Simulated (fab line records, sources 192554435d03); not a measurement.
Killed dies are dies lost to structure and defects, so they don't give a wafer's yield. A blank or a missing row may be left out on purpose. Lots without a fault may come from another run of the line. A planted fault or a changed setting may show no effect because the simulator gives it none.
Chamber matching | flow n5_finfet | N5_BEOL_M15_ILD_DEP_00 on pecvd-01: 3 sister chambers
The step deposits SiO2 from TEOS/O2, target thk 1629.3 nm, time 346.1 s. 6 wafers are shown with their chamber, then 10 later ones without.

WAFERS WITH THEIR CHAMBER
wafer  | chamber | throttle_valve_pct (%) | showerhead_plenum_p_Torr (Torr)
L082.6 | 0       | 18.3                   | 8.38
L081.1 | 0       | 18.5                   | 8.40
L081.5 | 2       | 16.9                   | 8.40
L081.6 | 1       | 18.2                   | 8.37
L084.1 | 2       | 16.8                   | 8.41
L084.3 | 1       | 18.4                   | 8.34

WAFERS WITHOUT THEIR CHAMBER
wafer  | throttle_valve_pct (%) | showerhead_plenum_p_Torr (Torr)
L084.4 | 16.8                   | 8.41
L085.1 | 18.2                   | 8.38
L085.4 | 17.1                   | 8.41
L085.6 | 18.6                   | 8.36
L087.1 | 18.3                   | 8.40
L087.4 | 18.5                   | 8.35
L087.5 | 18.2                   | 8.39
L095.1 | 17.0                   | 8.45
L095.3 | 18.5                   | 8.36
L095.4 | 18.3                   | 8.40

WHICH CHAMBER EACH WENT THROUGH
wafer  | from the rows above     | in truth
L084.4 | 2                       | 2
L085.1 | can't be placed: 0 or 1 | 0
L085.4 | 2                       | 2
L085.6 | can't be placed: 1 or 0 | 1
L087.1 | can't be placed: 0 or 1 | 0
L087.4 | can't be placed: 1 or 0 | 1
L087.5 | can't be placed: 0 or 1 | 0
L095.1 | 2                       | 2
L095.3 | can't be placed: 1 or 0 | 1
L095.4 | can't be placed: 0 or 1 | 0
Placed correctly: 3 of 10. Can't be placed from these rows: 7 (the true chamber is among the candidates in 7). Placed wrongly: 0.
How it was worked out, from the rows above alone: a wafer's distance from a chamber is the root of the sum, over the readings, of the square of ((its reading less the chamber's mean) divided by the reading's scatter). The wafer belongs to the nearest chamber; if the next one is less than 2 further off, it can't be placed. A chamber's mean is the mean of its shown wafers. The scatter: the root of (the sum of the squares of (reading less its chamber's mean) over the shown wafers, divided by (wafers less chambers)).
